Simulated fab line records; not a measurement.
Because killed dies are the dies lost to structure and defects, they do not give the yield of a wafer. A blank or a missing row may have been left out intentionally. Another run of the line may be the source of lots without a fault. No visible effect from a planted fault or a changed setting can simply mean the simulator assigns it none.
Chamber matching | flow n5-finfet | N5_PASSIVATION_PECVD_35 on pecvd-03: 3 sister chambers
The step deposits SiNx from SiH4/NH3/N2, target thk 700 nm, time 151.3 s. 3 wafers are shown with their chamber, then 7 later ones without.

EACH WAFER AND ITS CHAMBER
wafer  | chamber | throttle-valve-pct (%)
L554.5 | 2       | 26.4
L555.1 | 1       | 31.5
L555.4 | 0       | 28.6

WAFERS WHOSE CHAMBER IS MISSING
wafer  | throttle-valve-pct (%)
L555.6 | 26.7
L565.1 | 28.8
L565.4 | 27.1
L565.6 | 28.9
L571.1 | 28.7
L571.4 | 27.0
L571.6 | 31.3

THE CHAMBER EACH PASSED THROUGH
wafer  | from the rows above     | in truth
L555.6 | 2                       | 2
L565.1 | 0                       | 0
L565.4 | can't be placed: 2 or 0 | 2
L565.6 | 0                       | 0
L571.1 | 0                       | 0
L571.4 | 2                       | 2
L571.6 | 1                       | 1
Correctly placed: 6 of 7. From these rows, 1 cannot be placed; in 1 the true chamber is one of the candidates. Number placed wrongly: 0.
How it was worked out, from the rows above alone: a wafer's distance from a chamber is the root of the sum, over the readings, of the square of ((its reading less the chamber's mean) divided by the reading's scatter). If the next closest chamber is less than 2 further off than the closest, the wafer can't be placed; otherwise it belongs to the closest. Each chamber's mean is taken over the wafers shown for it. The scatter: root of mean squared gap, hidden wafer to nearest shown wafer, with one shown wafer a chamber.
